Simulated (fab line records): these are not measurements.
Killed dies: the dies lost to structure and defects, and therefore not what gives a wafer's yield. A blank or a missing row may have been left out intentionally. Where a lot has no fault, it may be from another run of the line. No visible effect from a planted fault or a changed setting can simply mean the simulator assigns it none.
Chamber matching :: flow nand-harc :: rie-diel-11 running NHARC_P_CONTACT_STRIP_28: 4 sister chambers
The step strips in O2. 14 wafers are shown with their chamber, then 7 later ones without.

== WAFERS, EACH WITH ITS CHAMBER ==
wafer: L772.1
chamber: 1
showerhead-plenum-p-Torr (Torr): 3.73
drypump-motor-current-A (A): 5.7
o2-flow-sccm (sccm): 498.5

wafer: L772.3
chamber: 3
showerhead-plenum-p-Torr (Torr): 3.78
drypump-motor-current-A (A): 5.6
o2-flow-sccm (sccm): 501.6

wafer: L772.5
chamber: 1
showerhead-plenum-p-Torr (Torr): 3.73
drypump-motor-current-A (A): 5.7
o2-flow-sccm (sccm): 500.3

wafer: L771.1
chamber: 1
showerhead-plenum-p-Torr (Torr): 3.73
drypump-motor-current-A (A): 5.6
o2-flow-sccm (sccm): 501.1

wafer: L771.2
chamber: 0
showerhead-plenum-p-Torr (Torr): 3.78
drypump-motor-current-A (A): 5.5
o2-flow-sccm (sccm): 498.1

wafer: L771.5
chamber: 1
showerhead-plenum-p-Torr (Torr): 3.73
drypump-motor-current-A (A): 5.6
o2-flow-sccm (sccm): 499.0

wafer: L773.1
chamber: 3
showerhead-plenum-p-Torr (Torr): 3.79
drypump-motor-current-A (A): 5.7
o2-flow-sccm (sccm): 500.2

wafer: L773.2
chamber: 1
showerhead-plenum-p-Torr (Torr): 3.73
drypump-motor-current-A (A): 5.7
o2-flow-sccm (sccm): 498.5

wafer: L773.6
chamber: 1
showerhead-plenum-p-Torr (Torr): 3.73
drypump-motor-current-A (A): 5.6
o2-flow-sccm (sccm): 498.3

wafer: L774.1
chamber: 3
showerhead-plenum-p-Torr (Torr): 3.78
drypump-motor-current-A (A): 5.6
o2-flow-sccm (sccm): 502.3

wafer: L774.5
chamber: 0
showerhead-plenum-p-Torr (Torr): 3.78
drypump-motor-current-A (A): 5.5
o2-flow-sccm (sccm): 499.3

wafer: L774.6
chamber: 1
showerhead-plenum-p-Torr (Torr): 3.73
drypump-motor-current-A (A): 5.7
o2-flow-sccm (sccm): 501.7

wafer: L775.1
chamber: 2
showerhead-plenum-p-Torr (Torr): 3.77
drypump-motor-current-A (A): 4.6
o2-flow-sccm (sccm): 498.5

wafer: L775.4
chamber: 3
showerhead-plenum-p-Torr (Torr): 3.78
drypump-motor-current-A (A): 5.6
o2-flow-sccm (sccm): 499.0

SIGNATURES, as means of the wafers listed above
reading: showerhead-plenum-p-Torr
chamber 0: 3.7800
chamber 1: 3.7300
chamber 2: 3.7700
chamber 3: 3.7825
scatter within a chamber: 0.00274

reading: drypump-motor-current-A
chamber 0: 5.500
chamber 1: 5.657
chamber 2: 4.600
chamber 3: 5.625
scatter within a chamber: 0.0496

reading: o2-flow-sccm
chamber 0: 498.700
chamber 1: 499.629
chamber 2: 498.500
chamber 3: 500.775
scatter within a chamber: 1.37
Rule: distance of a wafer from a chamber = root of the sum over the readings of ((wafer's reading minus chamber's mean) / reading's scatter) squared. The wafer belongs to the nearest chamber; if the next one is less than 2 further off, it can't be placed. The scatter: the root of (the sum of the squares of (reading less its chamber's mean) over the shown wafers, divided by (wafers less chambers)).

== WAFERS WHOSE CHAMBER IS MISSING ==
wafer: L775.5
showerhead-plenum-p-Torr (Torr): 3.78
drypump-motor-current-A (A): 5.6
o2-flow-sccm (sccm): 498.1

wafer: L776.2
showerhead-plenum-p-Torr (Torr): 3.78
drypump-motor-current-A (A): 5.6
o2-flow-sccm (sccm): 500.2

wafer: L776.4
showerhead-plenum-p-Torr (Torr): 3.77
drypump-motor-current-A (A): 5.5
o2-flow-sccm (sccm): 499.1

wafer: L776.6
showerhead-plenum-p-Torr (Torr): 3.77
drypump-motor-current-A (A): 5.5
o2-flow-sccm (sccm): 499.4

wafer: L777.1
showerhead-plenum-p-Torr (Torr): 3.77
drypump-motor-current-A (A): 5.5
o2-flow-sccm (sccm): 499.8

wafer: L777.2
showerhead-plenum-p-Torr (Torr): 3.73
drypump-motor-current-A (A): 5.7
o2-flow-sccm (sccm): 499.3

wafer: L777.4
showerhead-plenum-p-Torr (Torr): 3.77
drypump-motor-current-A (A): 4.7
o2-flow-sccm (sccm): 499.4

== EACH ONE'S CHAMBER ==
wafer: L775.5
from the rows above: can't be placed: 0 or 3
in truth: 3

wafer: L776.2
from the rows above: can't be placed: 3 or 0
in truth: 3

wafer: L776.4
from the rows above: can't be placed: 0 or 3
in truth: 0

wafer: L776.6
from the rows above: can't be placed: 0 or 3
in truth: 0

wafer: L777.1
from the rows above: can't be placed: 0 or 3
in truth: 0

wafer: L777.2
from the rows above: 1
in truth: 1

wafer: L777.4
from the rows above: 2
in truth: 2
Correct placement for 2 of the 7. Cannot be placed on the basis of these rows: 5; the candidates contain the true chamber in 5. Number placed wrongly: 0.
